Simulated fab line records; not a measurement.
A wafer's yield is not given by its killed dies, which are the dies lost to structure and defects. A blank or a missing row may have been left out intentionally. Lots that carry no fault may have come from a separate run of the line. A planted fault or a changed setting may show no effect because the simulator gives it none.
The tool behind it: which one? | flow nand harc | 33 wafers from 11 lots sampled at 5 of the route's 1159 steps

== WHAT EACH GAUGE READ, for each wafer ==
NHARC_END_SORT_01.
lot  | measured     | on        | killed at array | killed at other | killed at periphery | killed dies | killed open | killed short
L947 | day 22 04:41 | prober-01 | 675 673 676     | 1 2 1           | 1 2 0               | 677 677 677 | 4 3 1       | 2 1 0
L952 | day 23 07:27 | prober-01 | 675 673 672     | 0 1 4           | 2 3 1               | 677 677 677 | 1 5 2       | 2 2 0
L954 | day 23 05:47 | prober-02 | 35 42 38        | 1 0 1           | 4 2 4               | 40 44 43    | 4 1 2       | 2 2 2
L957 | day 24 03:32 | prober-01 | 26              | 1               | 4                   | 31          | 6           | 1

== EACH LOT AND THE TOOL THAT RAN IT (in order: tool; ch and the chambers of the sampled wafers; start) ==
lot  | NHARC_A_STAIRCASE_ETCH_169         | NHARC_A_STAIRCASE_ETCH_170                    | NHARC_A_STAIRCASE_ETCH_15          | NHARC_A_STAIRCASE_TRIM_22
L937 | rie diel-08 ch 0,3, day 10 09:41   | rie diel-08 ch 0,1,2, day 10 12:22 or earlier | rie diel-13 ch 0,3, day 10 12:22   | rie diel-05 ch 0,2,3, no start
L938 | rie diel-08 ch 0,1,2, day 11 02:02 | rie diel-08 ch 0,2,3, day 11 04:08 or earlier | rie diel-08 ch 1,2,3, day 11 04:08 | rie diel-08 ch 0,1,2, no start
L940 | rie diel-05 ch 0,3, day 11 06:20   | rie diel-05 ch 1,2,3, day 11 10:00 or earlier | rie diel-05 ch 0,1, day 11 10:00   | rie diel-13 ch 2,3, no start
L942 | rie diel-08 ch 0,2,3, day 11 17:41 | rie diel-08 ch 0,1,2, day 11 19:58 or earlier | rie diel-05 ch 1,2,3, day 11 19:58 | rie diel-05 ch 1,2,3, no start
L939 | rie diel-08 ch 0,1, day 11 17:52   | rie diel-08 ch 0,1, day 11 20:06 or earlier   | rie diel-13 ch 0,1,3, day 11 20:06 | rie diel-13 ch 0,1,2, no start
L946 | rie diel-05 ch 1,2,3, day 13 00:55 | rie diel-05 ch 1,2,3, day 13 03:19 or earlier | rie diel-05 ch 1,2,3, day 13 03:19 | rie diel-08 ch 0,2,3, no start
L947 | rie diel-08 ch 0,1,2, day 13 11:46 | rie diel-08 ch 1,2, day 13 14:01 or earlier   | rie diel-08 ch 0,2,3, day 13 14:01 | rie diel-13 ch 0,1, day 22 04:41 or earlier
L952 | rie diel-05 ch 0,1,3, day 14 14:35 | rie diel-05 ch 0,1,2, day 14 16:53 or earlier | rie diel-08 ch 0,1, day 14 16:53   | rie diel-13 ch 0,2,3, day 23 07:27 or earlier
L954 | rie diel-05 ch 0,1, day 14 19:22   | rie diel-05 ch 1,2, day 14 22:20 or earlier   | rie diel-13 ch 1,2, day 14 22:20   | rie diel-13 ch 0,1,3, day 23 05:47 or earlier
L957 | rie diel-13 ch 1,2,3, day 15 15:46 | rie diel-13 ch 1,2, day 15 18:11 or earlier   | rie diel-13 ch 0,3, day 15 18:11   | rie diel-08 ch 0,1,3, day 24 03:32 or earlier
L960 | rie diel-13 ch 0,1,3, day 16 04:02 | rie diel-13 ch 0,1,2, day 16 06:41 or earlier | rie diel-05 ch 0,2,3, day 16 06:41 | rie diel-05 ch 1,2,3, no start
- NHARC_A_STAIRCASE_ETCH_169: etches the open film in CH3F/O2, target depth 50 nm, time 107.1 s.
- NHARC_A_STAIRCASE_ETCH_170: etches the open film in C4F6/O2, target depth 200 nm, time 66.667 s.
- NHARC_A_STAIRCASE_ETCH_15: etches the open film in C4F8/O2, target depth 100 nm, time 40.5 s.
- NHARC_A_STAIRCASE_TRIM_22: chemistry O2, time 211.2 s.

== AS READ BY THE TOOLS THEMSELVES (means over the sampled wafers that have a number; for cases with no such wafer, the mark the record gives instead) ==
NHARC_A_STAIRCASE_ETCH_169.
lot  | tool        | drypump motor current A (A) | oes product au (a.u.) | rf vpp V (V) | showerhead plenum p Torr (Torr) | throttle valve pct (%)
L937 | rie diel-08 | 5.8                         | 0.982                 | 243.9        | 2.46                            | 20.653
L938 | rie diel-08 | 5.6                         | 0.924                 | 244.6        | 2.48                            | 20.670
L940 | rie diel-05 | 6.2                         | 0.973                 | 245.6        | 2.53                            | 20.667
L942 | rie diel-08 | 5.8                         | 0.915                 | 242.8        | 2.44                            | 20.664
L939 | rie diel-08 | 5.5                         | 0.926                 | 245.6        | 2.54                            | 20.662
L946 | rie diel-05 | 5.9                         | 0.963                 | 244.6        | 2.51                            | 20.655
L947 | rie diel-08 | 5.6                         | 0.964                 | 244.3        | 2.47                            | 20.671
L952 | rie diel-05 | 6.1                         | 0.932                 | 246.3        | 2.56                            | 20.661
L954 | rie diel-05 | 6.0                         | 0.931                 | 246.5        | 2.59                            | 20.668
L957 | rie diel-13 | 6.1                         | 0.949                 | 244.7        | 2.47                            | 20.673
L960 | rie diel-13 | 6.1                         | 0.970                 | 245.2        | 2.53                            | 20.657

NHARC_A_STAIRCASE_ETCH_170.
lot  | tool        | drypump motor current A (A) | oes product au (a.u.) | rf vpp V (V) | showerhead plenum p Torr (Torr) | throttle valve pct (%)
L937 | rie diel-08 | 5.6                         | 0.977                 | 548.5        | 3.96                            | 26.901
L938 | rie diel-08 | 5.8                         | 0.954                 | 547.0        | 3.90                            | 26.899
L940 | rie diel-05 | 5.9                         | 0.925                 | 548.2        | 4.01                            | 26.901
L942 | rie diel-08 | 5.6                         | 0.947                 | 547.2        | 3.96                            | 26.901
L939 | rie diel-08 | 5.4                         | 0.962                 | 549.1        | 4.04                            | 26.900
L946 | rie diel-05 | 6.0                         | 0.974                 | 548.2        | 4.01                            | 26.903
L947 | rie diel-08 | 5.5                         | 0.978                 | 545.3        | 3.84                            | 26.905
L952 | rie diel-05 | 5.9                         | 0.946                 | 550.1        | 4.06                            | 26.901
L954 | rie diel-05 | 5.7                         | 0.950                 | 548.8        | 3.99                            | 26.898
L957 | rie diel-13 | 6.1                         | 0.967                 | 545.8        | 3.86                            | 26.905
L960 | rie diel-13 | 6.0                         | 0.975                 | 548.1        | 3.99                            | 26.905

NHARC_A_STAIRCASE_ETCH_15.
lot  | tool        | oes product au (a.u.) | rf vpp V (V)
L937 | rie diel-13 | 0.931                 | 892
L938 | rie diel-08 | 0.946                 | 895
L940 | rie diel-05 | 0.952                 | 904
L942 | rie diel-05 | 0.950                 | 899
L939 | rie diel-13 | 0.946                 | 893
L946 | rie diel-05 | 0.927                 | 898
L947 | rie diel-08 | 0.760                 | 895
L952 | rie diel-08 | 0.759                 | 900
L954 | rie diel-13 | 0.923                 | 895
L957 | rie diel-13 | 0.931                 | 902
L960 | rie diel-05 | 0.955                 | 899

NHARC_A_STAIRCASE_TRIM_22.
lot  | tool        | drypump motor current A (A) | oes product au (a.u.) | rf vpp V (V) | showerhead plenum p Torr (Torr) | throttle valve pct (%)
L937 | rie diel-05 | 6.0                         | 1.004                 | 57.8         | 3.63                            | 17.043
L938 | rie diel-08 | 5.6                         | 1.009                 | 57.8         | 3.56                            | 17.037
L940 | rie diel-13 | 6.2                         | 1.004                 | 57.4         | 3.63                            | 17.024
L942 | rie diel-05 | 5.9                         | 1.003                 | 58.7         | 3.61                            | 17.033
L939 | rie diel-13 | 6.0                         | 1.003                 | 58.3         | 3.43                            | 17.042
L946 | rie diel-08 | 5.8                         | 0.996                 | 57.7         | 3.49                            | 17.033
L947 | rie diel-13 | 6.1                         | 0.997                 | 58.0         | 3.56                            | 17.026
L952 | rie diel-13 | 6.0                         | 0.998                 | 58.7         | 3.67                            | 17.033
L954 | rie diel-13 | 6.2                         | 0.997                 | 57.8         | 3.62                            | 17.039
L957 | rie diel-08 | 5.6                         | 0.994                 | 57.5         | 3.56                            | 17.034
L960 | rie diel-05 | 5.9                         | 0.999                 | 57.9         | 3.59                            | 17.033

== THE ANSWER, worked out from the rows above alone ==
Rule: the usual values come from the lots themselves. The widest of any qualifying gaps counts: lots, ordered by their means at a reading, are off when they make up no more than a third of the lots, leave a main group of 4 or more, and stand apart from it by 3 or more times the standard deviation of that group's means. A main group is skipped when, at the precision printed for the reading in the tables above, its means are all equal. Also off: a lot with no number at a reading for which 4 or more lots have one. The other lots that the step has rows for count as sound. Order of review: gauges by route order, followed by the tools' own readings, for which a lot's mean as printed above is used. At the first step where some lot is off, the reading lying furthest off is the one used; lots without a number count as furthest.
Off: L947, L952 (NHARC_A_STAIRCASE_ETCH_15, oes product au). Main group: mean 0.940 a.u., sd 0.011.
If a tool, at that step or one of the process steps before it, ran each lot that is off and ran no sound lot following the first of them, it fits. NHARC_A_STAIRCASE_ETCH_170 gives no start for some lots, so the hours and the order of its lots are those of NHARC_A_STAIRCASE_ETCH_15. One fits: rie diel-08 at NHARC_A_STAIRCASE_ETCH_15. Its last sound lot is L938 (day 11 04:08), its first lot that is off L947 (day 13 14:01): a fault that began between those two fits.
The tool's own readings at NHARC_A_STAIRCASE_ETCH_15 bear it out: on the lots that are off they differ by more than 5 times the standard deviation of the sound lots' means. oes product au reads 0.760 a.u. there against 0.940 a.u. on the sound lots.

== WHAT HAD BEEN PUT IN BY THE SIMULATOR ==
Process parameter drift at NHARC_A_STAIRCASE_ETCH_15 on rie diel-08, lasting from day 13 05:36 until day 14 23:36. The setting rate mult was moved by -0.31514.
Shown lots that were struck: L947, L952. The rule above found the same.
